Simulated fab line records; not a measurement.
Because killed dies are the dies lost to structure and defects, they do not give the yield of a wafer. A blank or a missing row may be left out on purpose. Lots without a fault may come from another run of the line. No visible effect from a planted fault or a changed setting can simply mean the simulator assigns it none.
Chamber matching | flow n5-finfet | N5_BEOL_M14_DEP_53 on pecvd-01: 3 sister chambers
The step deposits SiCN from 3MS/NH3, target thk 50 nm, time 17.8 s. 27 wafers are shown with their chamber, then 12 later ones without.

## EACH WAFER AND ITS CHAMBER
wafer  | chamber | showerhead-plenum-p-Torr (Torr) | throttle-valve-pct (%)
L077.1 | 2       | 4.137                           | 17.9
L077.3 | 1       | 4.130                           | 18.7
L077.6 | 1       | 4.141                           | 18.8
L079.3 | 2       | 4.152                           | 17.9
L079.4 | 0       | 4.190                           | 18.5
L079.6 | 1       | 4.153                           | 19.0
L074.1 | 0       | 4.189                           | 18.7
L074.5 | 0       | 4.202                           | 18.5
L074.6 | 1       | 4.145                           | 18.7
L083.1 | 0       | 4.181                           | 18.6
L083.2 | 2       | 4.146                           | 18.2
L083.4 | 2       | 4.150                           | 18.2
L086.1 | 0       | 4.201                           | 18.4
L086.3 | 2       | 4.147                           | 17.9
L086.6 | 1       | 4.141                           | 18.5
L088.2 | 2       | 4.141                           | 18.0
L088.3 | 0       | 4.189                           | 18.5
L088.5 | 0       | 4.184                           | 18.4
L091.3 | 2       | 4.145                           | 18.1
L091.5 | 0       | 4.179                           | 18.2
L091.6 | 2       | 4.145                           | 18.3
L090.1 | 0       | 4.187                           | 18.3
L090.4 | 2       | 4.138                           | 18.2
L090.5 | 1       | 4.137                           | 18.4
L092.3 | 2       | 4.147                           | 18.3
L092.4 | 0       | 4.190                           | 18.5
L092.6 | 2       | 4.132                           | 18.4

SIGNATURES (averages over the wafers above)
reading                  | chamber 0 | chamber 1 | chamber 2 | scatter within a chamber
showerhead-plenum-p-Torr | 4.18920   | 4.14117   | 4.14364   | 0.00697
throttle-valve-pct       | 18.460    | 18.683    | 18.127    | 0.175
Rule: a wafer's distance from a chamber is the root of the sum, over the readings, of the square of ((its reading less the chamber's mean) divided by the reading's scatter). The wafer belongs to the nearest chamber; if the next one is less than 2 further off, it can't be placed. The scatter: the root of (the sum of the squares of (reading less its chamber's mean) over the shown wafers, divided by (wafers less chambers)).

## WAFERS WITH NO CHAMBER GIVEN
wafer  | showerhead-plenum-p-Torr (Torr) | throttle-valve-pct (%)
L093.1 | 4.137                           | 18.8
L093.2 | 4.190                           | 18.3
L093.4 | 4.151                           | 18.1
L094.1 | 4.135                           | 18.7
L094.2 | 4.152                           | 18.0
L094.5 | 4.135                           | 18.4
L095.2 | 4.130                           | 18.7
L095.3 | 4.187                           | 18.8
L095.4 | 4.142                           | 17.9
L097.2 | 4.181                           | 18.3
L097.4 | 4.142                           | 18.3
L097.5 | 4.198                           | 18.5

## EACH ONE'S CHAMBER
wafer  | from the rows above     | in truth
L093.1 | 1                       | 1
L093.2 | 0                       | 0
L093.4 | 2                       | 2
L094.1 | 1                       | 1
L094.2 | 2                       | 2
L094.5 | can't be placed: 1 or 2 | 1
L095.2 | 1                       | 1
L095.3 | 0                       | 0
L095.4 | 2                       | 2
L097.2 | 0                       | 0
L097.4 | can't be placed: 2 or 1 | 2
L097.5 | 0                       | 0
Placed correctly: 10 of 12. Not placeable from these rows: 2 (in 2, the candidates include the true chamber). Placed wrongly: 0.
